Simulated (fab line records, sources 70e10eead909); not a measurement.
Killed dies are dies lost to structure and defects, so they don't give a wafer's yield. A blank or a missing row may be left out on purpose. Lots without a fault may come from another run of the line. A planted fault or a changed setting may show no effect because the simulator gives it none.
Chamber matching | flow nand_harc | NHARC_P_CONTACT_STRIP_28 on rie_diel-07: 4 sister chambers
The step strips in O2. 18 wafers are shown with their chamber, then 9 later ones without.

WAFERS WITH THEIR CHAMBER
wafer  | chamber | drypump_motor_current_A (A) | oes_product_au (a.u.) | rf_vpp_V (V)
L075.3 | 1       | 5.96                        | 0.987                 | 57.4
L075.4 | 0       | 6.31                        | 1.008                 | 57.6
L075.6 | 2       | 5.74                        | 0.994                 | 55.5
L075.1 | 3       | 5.83                        | 1.013                 | 57.7
L075.2 | 2       | 5.75                        | 0.993                 | 57.1
L075.5 | 1       | 5.95                        | 0.987                 | 58.2
L079.1 | 1       | 5.96                        | 0.985                 | 56.9
L079.5 | 3       | 5.82                        | 1.022                 | 58.3
L079.6 | 0       | 6.28                        | 1.021                 | 59.0
L080.3 | 0       | 6.35                        | 1.019                 | 58.7
L080.4 | 2       | 5.72                        | 1.011                 | 57.4
L080.6 | 1       | 5.94                        | 0.989                 | 58.9
L083.1 | 2       | 5.71                        | 1.009                 | 57.0
L083.2 | 3       | 5.81                        | 0.990                 | 57.0
L083.6 | 2       | 5.71                        | 0.994                 | 57.4
L084.3 | 0       | 6.30                        | 1.023                 | 58.8
L084.4 | 3       | 5.83                        | 1.016                 | 58.3
L084.5 | 3       | 5.85                        | 1.019                 | 59.6

SIGNATURES (means of the wafers above)
reading                 | chamber 0 | chamber 1 | chamber 2 | chamber 3 | scatter within a chamber
drypump_motor_current_A | 6.3100    | 5.9525    | 5.7260    | 5.8280    | 0.019
oes_product_au          | 1.01775   | 0.98700   | 1.00020   | 1.01200   | 0.00893
rf_vpp_V                | 58.525    | 57.850    | 56.880    | 58.180    | 0.832
Rule: a wafer's distance from a chamber is the root of the sum, over the readings, of the square of ((its reading less the chamber's mean) divided by the reading's scatter). The wafer belongs to the nearest chamber; if the next one is less than 2 further off, it can't be placed. The scatter: the root of (the sum of the squares of (reading less its chamber's mean) over the shown wafers, divided by (wafers less chambers)).

WAFERS WITHOUT THEIR CHAMBER
wafer  | drypump_motor_current_A (A) | oes_product_au (a.u.) | rf_vpp_V (V)
L086.3 | 5.82                        | 1.016                 | 58.6
L086.4 | 5.96                        | 0.993                 | 58.3
L086.6 | 5.71                        | 0.995                 | 57.9
L093.1 | 5.72                        | 1.003                 | 56.1
L093.4 | 5.96                        | 1.013                 | 58.4
L093.6 | 6.29                        | 1.008                 | 57.5
L096.2 | 6.33                        | 1.010                 | 59.2
L096.3 | 5.72                        | 0.992                 | 57.8
L096.4 | 5.99                        | 1.000                 | 57.3

WHICH CHAMBER EACH WENT THROUGH
wafer  | from the rows above | in truth
L086.3 | 3                   | 3
L086.4 | 1                   | 1
L086.6 | 2                   | 2
L093.1 | 2                   | 2
L093.4 | 1                   | 1
L093.6 | 0                   | 0
L096.2 | 0                   | 0
L096.3 | 2                   | 2
L096.4 | 1                   | 1
Placed correctly: 9 of 9. Can't be placed from these rows: 0. Placed wrongly: 0.
